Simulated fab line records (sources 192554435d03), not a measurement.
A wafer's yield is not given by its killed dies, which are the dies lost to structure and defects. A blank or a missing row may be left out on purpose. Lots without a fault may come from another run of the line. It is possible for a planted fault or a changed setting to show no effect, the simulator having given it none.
A single fault, viewed from 2 desks | flow n5_finfet | each desk has only its own numbers; what lay behind them comes last

== AT THE TOOL OWNER'S DESK: cmp-02 ==
The tool's own readings at N5_GATE_CUT_CMP_02 (polishes, stops on SiO2, t overpolish 12.7 s, target thk 0 nm): means of the sampled wafers that have a number, for each lot that ran on this tool. If a lot's mean is further than 4 standard deviations from the usual mean, the lot is out of limits and carries the mark OUT (the distance appears in the brackets).
Columns: A = head_pressure_psi at N5_GATE_CUT_CMP_02, usual 2.501 psi; B = motor_current_A at N5_GATE_CUT_CMP_02, usual 8.7 A; C = overpolish_run_s at N5_GATE_CUT_CMP_02, usual 12.700 s; D = time_to_endpoint_s at N5_GATE_CUT_CMP_02, usual 25.8 s
lot  | first seen here | A     | B   | C      | D
L803 | day 5 00:31     | 2.502 | 8.5 | 12.703 | 24.1
L805 | day 5 05:59     | 2.505 | 8.1 | 12.707 | 27.6
L807 | day 6 02:46     | 2.499 | 9.3 | 12.699 | 27.5
L818 | day 8 12:58     | 2.502 | 8.3 | 12.694 | 21.4
L820 | day 8 22:22     | 2.499 | 8.3 | 12.685 | 20.8
L822 | day 9 12:28     | 2.496 | 8.6 | 12.705 | 22.3
Result from this desk: across the 6 lots, nothing is out of limits.

== FROM THE METROLOGY DESK ==
Means of the sampled wafers that have a number, per lot and without regard to the tool the lot ran on: this is what the gauges read. If a lot's mean is further than 4 standard deviations from the usual mean, the lot is out of limits and carries the mark OUT (the distance appears in the brackets). Readings shown: 7 of its 10, picked as those furthest out on some lot.
Columns: A = DIBL_N at N5_BEOL_M4_RC_MEAS_101, usual 36.2 mV/V; B = DIBL_P at N5_BEOL_M4_RC_MEAS_101, usual 36.3 mV/V; C = IOFF_P at N5_BEOL_M4_RC_MEAS_101, usual 0.210 nA/um; D = ION_P at N5_BEOL_M4_RC_MEAS_101, usual 465 uA/um; E = SS_N at N5_BEOL_M4_RC_MEAS_101, usual 71.4 mV/dec; F = VT_N at N5_BEOL_M4_RC_MEAS_101, usual 249.9 mV; G = VT_P at N5_BEOL_M4_RC_MEAS_101, usual -250 mV
lot  | first seen here | A    | B    | C     | D   | E    | F     | G
L803 | day 8 08:42     | 35.4 | 36.6 | 0.189 | 465 | 71.0 | 252.6 | -251
L805 | day 8 20:08     | 34.4 | 34.7 | 0.189 | 464 | 70.5 | 251.4 | -251
L807 | day 9 14:22     | 37.0 | 36.4 | 0.187 | 460 | 71.3 | 250.8 | -252
L808 | day 10 00:17    | 34.7 | 35.6 | 0.216 | 470 | 71.1 | 250.5 | -251
L811 | day 10 08:52    | 36.1 | 36.9 | 0.238 | 465 | 71.5 | 248.5 | -246
L809 | day 10 17:09    | 35.5 | 36.1 | 0.188 | 466 | 71.4 | 250.3 | -254
L814 | day 11 21:41    | 36.2 | 36.4 | 0.201 | 463 | 71.8 | 251.0 | -251
L818 | day 12 16:52    | 35.2 | 35.7 | 0.172 | 452 | 71.6 | 254.1 | -256
L820 | day 12 18:44    | 36.2 | 37.5 | 0.217 | 464 | 71.3 | 250.6 | -248
L822 | day 13 15:44    | 35.2 | 35.9 | 0.171 | 457 | 71.1 | 250.9 | -253
Result from this desk: across the 10 lots, nothing is out of limits.

== ALL TOGETHER ==
The desk of the tool owner found nothing out of limits.
The metrology desk saw nothing out of limits.

== WHAT THE SIMULATOR PUT IN ==
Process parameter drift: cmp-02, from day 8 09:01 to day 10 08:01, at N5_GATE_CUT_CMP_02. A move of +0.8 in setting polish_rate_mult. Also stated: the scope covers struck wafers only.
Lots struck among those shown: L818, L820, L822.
